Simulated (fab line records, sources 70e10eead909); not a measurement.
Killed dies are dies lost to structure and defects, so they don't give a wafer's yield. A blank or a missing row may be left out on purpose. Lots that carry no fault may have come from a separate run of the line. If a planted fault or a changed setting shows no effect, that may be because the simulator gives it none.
A struck lot beside a sound one || flow nand harc || 22 steps out of a route of 1302
Sound: these wafers, L293.1, L293.5, L293.6. Wafers L299.1, L299.2, L299.5 were the ones struck. Last of all comes the cause.
For every step that has rows: the tool of each side, followed by ch and its chambers, followed by its first start. Under that, the readings that differ: sound wafers || struck wafers || difference of the means || sigmas: that difference in standard deviations of wafers without a fault.
alike: readings whose means differ by less than 2 such deviations, and words and numbers that are the same on both sides. not compared: withheld readings, readings that some wafer has no value for, bounds like >300 that may hide the same value, and numbers for which the record gives no deviation and whose values overlap.
The two part at a step that has a row with sigmas, a row that says differs or no value, or rows on one side only. Numbers that don't overlap but have no deviation are shown without sigmas and don't part them. A reading that every wafer of one side lacks parts them only if that side has two wafers or more.

first, 1 step without rows for these wafers: NHARC_P_M0_SRD_25.
NHARC_P_M0_INSPECT_27:
  struck on defect inspect-02, day 9 21:09; sound on defect inspect-01, day 7 13:19
  alike: raw defect count
NHARC_P_M0_PRE_CLEAN_31: time 12 s.
  sound on pecvd-01 ch 0,2, day 7 13:23; struck on pecvd-04 ch 0,2, day 9 21:13
  alike: heater power outer w, heater power w
NHARC_P_M0_DEP_32: deposits SiCN, target thk 30 nm.
  sound on pecvd-01 ch 0,2, day 7 13:28; struck on pecvd-04 ch 0,2, day 9 21:18
  alike: heater power outer w, heater power w
then, 7 steps without rows for these wafers: NHARC_P_M1_DEP_00 (deposits SiOC, target thk 182.5 nm); NHARC_P_M1_DEHYDRATE_01 (time 120 s); NHARC_P_M1_HMDS_02 (time 30 s); NHARC_P_M1_COAT_34 (time 65 s); NHARC_P_M1_COAT_03 (resist thk 90 nm); NHARC_P_M1_SOFTBAKE_04 (time 55 s); NHARC_P_M1_EBR_05.
NHARC_P_M1_EXPOSE_06: exposes mask P M1, target cd 130 nm.
  sound on arfi scanner-03 ch 0, day 7 14:35; struck on arfi scanner-03 ch 0, day 9 22:24
{"reading": "exposure dose mJ cm2", "sound": "81.8 81.7 81.7", "struck": "79.2 79.2 79.4", "difference": -2.5, "sigmas": -3}
  alike: mask
then, 2 steps without rows for these wafers: NHARC_P_M1_PEB_07 (peb time 65 s); NHARC_P_M1_DEVELOP_08 (develop time 35 s).
NHARC_P_M1_CD_MEAS_09: target cd 130 nm.
  sound on cd sem-03 ch 0, day 7 14:44; struck on cd sem-02 ch 0, day 9 22:32
{"reading": "cd nm (nm)", "sound": "129.0 129.0 129.4", "struck": "127.5 126.7 126.6", "difference": -2.2, "sigmas": -3}
NHARC_P_M1_OVL_MEAS_10: pitch 260 nm.
  struck on overlay-01, day 9 22:38; sound on overlay-02, day 7 14:49
{"reading": "overlay x nm (nm)", "sound": "-1.5 -0.9 -1.7", "struck": "1.9 1.8 2.0", "difference": "+3.3", "sigmas": "+3"}
  alike: overlay y nm
NHARC_P_M1_INSPECT_11:
  struck on defect inspect-01, day 9 22:40; sound on defect inspect-02, day 7 14:52
  alike: raw defect count
NHARC_P_M1_DESCUM_14: chemistry O2, time 3 s.
  sound on rie diel-04 ch 0,1, day 7 14:56; struck on rie diel-11 ch 0,2, day 9 22:44
{"reading": "drypump motor current A (A)", "sound": "5.7 5.7 4.9", "struck": "6.4 6.6 6.6", "difference": "+1.1", "sigmas": "+2"}
  alike: oes product au, rf vpp V, showerhead plenum p Torr, throttle valve pct
  not compared: rf hours counter h, model.P_M1.cd nm
NHARC_P_M1_ETCH_35: etches the open film in N2/H2, target depth 40 nm, overetch 12 nm, time 43.94 s.
  sound on rie diel-04 ch 0,1, day 7 15:01; struck on rie diel-11 ch 2,3, day 9 22:49
  alike: drypump motor current A, oes product au, rf vpp V, showerhead plenum p Torr, throttle valve pct
  not compared: rf hours counter h
NHARC_P_M1_ETCH_15: etches the open film in C4F8/Ar, target depth 182.5 nm, time 91.2 s.
  sound: rie diel-04 ch 0,2,3; struck: rie diel-11 ch 0,1,3
  alike: oes product au, rf vpp V
  not compared: rf hours counter h, model.P_M1.cd nm
NHARC_P_M1_CD_MEAS_16:
  struck on cd sem-03, day 9 23:02; sound on cd sem-02, day 7 15:13
  alike: cd nm
-- jump in the record: it breaks off in module P_M1 and resumes in module END (first step shown: number 1302 of the route), and 18 days separate the struck wafers' starts before and after --
NHARC_END_SORT_01:
  sound on prober-02 ch 0, day 25 17:42; struck on prober-02 ch 0, day 27 22:59
  alike: defect limited yield, killed at array, killed at other, killed at periphery, killed dies, killed open, killed short

WHERE THEY PART
First at NHARC_P_M1_EXPOSE_06; last, within this record, at NHARC_P_M1_DESCUM_14. Later steps at which nothing parts them and some readings are alike: NHARC_P_M1_ETCH_35, NHARC_P_M1_ETCH_15, NHARC_P_M1_CD_MEAS_16, NHARC_END_SORT_01.

WHY: what had been put in by the simulator
Process parameter drift: arfi scanner-03, from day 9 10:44 on, at NHARC_P_M1_EXPOSE_06. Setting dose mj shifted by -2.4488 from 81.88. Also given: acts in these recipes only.
